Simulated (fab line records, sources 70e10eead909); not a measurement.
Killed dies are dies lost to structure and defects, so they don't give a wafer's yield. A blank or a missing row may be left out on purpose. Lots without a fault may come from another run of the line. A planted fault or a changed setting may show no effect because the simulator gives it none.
Chamber matching | flow nand_harc | NHARC_P_ZERO_WELL_DESCUM_39 on rie_diel-11: 4 sister chambers
The step chemistry O2, time 3 s. 8 wafers are shown with their chamber, then 9 later ones without.

WAFERS WITH THEIR CHAMBER
wafer  | chamber | drypump_motor_current_A (A) | showerhead_plenum_p_Torr (Torr)
L221.5 | 0       | 5.8                         | 1.94
L226.1 | 2       | 5.3                         | 1.90
L232.2 | 3       | 5.1                         | 1.94
L232.3 | 1       | 5.8                         | 1.90
L232.6 | 2       | 5.4                         | 1.89
L236.1 | 1       | 5.8                         | 1.90
L236.2 | 3       | 5.1                         | 1.93
L236.4 | 0       | 5.7                         | 1.93

WAFERS WITHOUT THEIR CHAMBER
wafer  | drypump_motor_current_A (A) | showerhead_plenum_p_Torr (Torr)
L239.1 | 5.4                         | 1.89
L239.2 | 5.8                         | 1.89
L239.6 | 5.4                         | 1.89
L240.1 | 5.8                         | 1.89
L240.2 | 5.7                         | 1.92
L240.5 | 5.8                         | 1.89
L241.1 | 5.1                         | 1.93
L241.3 | 5.9                         | 1.89
L241.4 | 5.3                         | 1.88

WHICH CHAMBER EACH WENT THROUGH
wafer  | from the rows above     | in truth
L239.1 | 2                       | 2
L239.2 | 1                       | 1
L239.6 | 2                       | 2
L240.1 | 1                       | 1
L240.2 | can't be placed: 0 or 1 | 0
L240.5 | 1                       | 1
L241.1 | 3                       | 3
L241.3 | 1                       | 1
L241.4 | 2                       | 2
Placed correctly: 8 of 9. Can't be placed from these rows: 1 (the true chamber is among the candidates in 1). Placed wrongly: 0.
How it was worked out, from the rows above alone: a wafer's distance from a chamber is the root of the sum, over the readings, of the square of ((its reading less the chamber's mean) divided by the reading's scatter). The wafer belongs to the nearest chamber; if the next one is less than 2 further off, it can't be placed. A chamber's mean is the mean of its shown wafers. The scatter: the root of (the sum of the squares of (reading less its chamber's mean) over the shown wafers, divided by (wafers less chambers)).
